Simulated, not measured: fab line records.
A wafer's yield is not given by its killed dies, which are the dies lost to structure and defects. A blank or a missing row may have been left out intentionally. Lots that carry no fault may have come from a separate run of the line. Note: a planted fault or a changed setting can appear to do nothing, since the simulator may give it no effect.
Matching of chambers || flow nand_harc || rie_diel-05 running NHARC_P_CONTACT_DESCUM_17: 4 sister chambers
The step chemistry O2, time 3 s. 4 wafers are shown with their chamber, then 7 later ones without.

== WAFERS WITH THEIR CHAMBER ==
{"wafer": "L575.3", "chamber": 1, "showerhead_plenum_p_Torr (Torr)": 1.87}
{"wafer": "L577.3", "chamber": 2, "showerhead_plenum_p_Torr (Torr)": 1.80}
{"wafer": "L578.4", "chamber": 3, "showerhead_plenum_p_Torr (Torr)": 1.80}
{"wafer": "L578.5", "chamber": 0, "showerhead_plenum_p_Torr (Torr)": 1.96}

== WAFERS WITH NO CHAMBER GIVEN ==
{"wafer": "L578.6", "showerhead_plenum_p_Torr (Torr)": 1.87}
{"wafer": "L580.1", "showerhead_plenum_p_Torr (Torr)": 1.79}
{"wafer": "L580.3", "showerhead_plenum_p_Torr (Torr)": 1.87}
{"wafer": "L580.4", "showerhead_plenum_p_Torr (Torr)": 1.96}
{"wafer": "L582.2", "showerhead_plenum_p_Torr (Torr)": 1.79}
{"wafer": "L582.5", "showerhead_plenum_p_Torr (Torr)": 1.96}
{"wafer": "L582.6", "showerhead_plenum_p_Torr (Torr)": 1.87}

== WHICH CHAMBER EACH ONE RAN IN ==
{"wafer": "L578.6", "from the rows above": 1, "in truth": 1}
{"wafer": "L580.1", "from the rows above": "can't be placed: 2 or 3", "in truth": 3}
{"wafer": "L580.3", "from the rows above": 1, "in truth": 1}
{"wafer": "L580.4", "from the rows above": 0, "in truth": 0}
{"wafer": "L582.2", "from the rows above": "can't be placed: 2 or 3", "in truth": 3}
{"wafer": "L582.5", "from the rows above": 0, "in truth": 0}
{"wafer": "L582.6", "from the rows above": 1, "in truth": 1}
Correctly placed: 5 of 7. From these rows, 2 cannot be placed; in 2 the true chamber is one of the candidates. Placed wrongly: 0.
How it was worked out, from the rows above alone: a wafer's distance from a chamber is the root of the sum, over the readings, of the square of ((its reading less the chamber's mean) divided by the reading's scatter). If the next closest chamber is less than 2 further off than the closest, the wafer can't be placed; otherwise it belongs to the closest. Each chamber's mean is taken over the wafers shown for it. The scatter: root of mean squared gap, hidden wafer to nearest shown wafer, with one shown wafer a chamber.
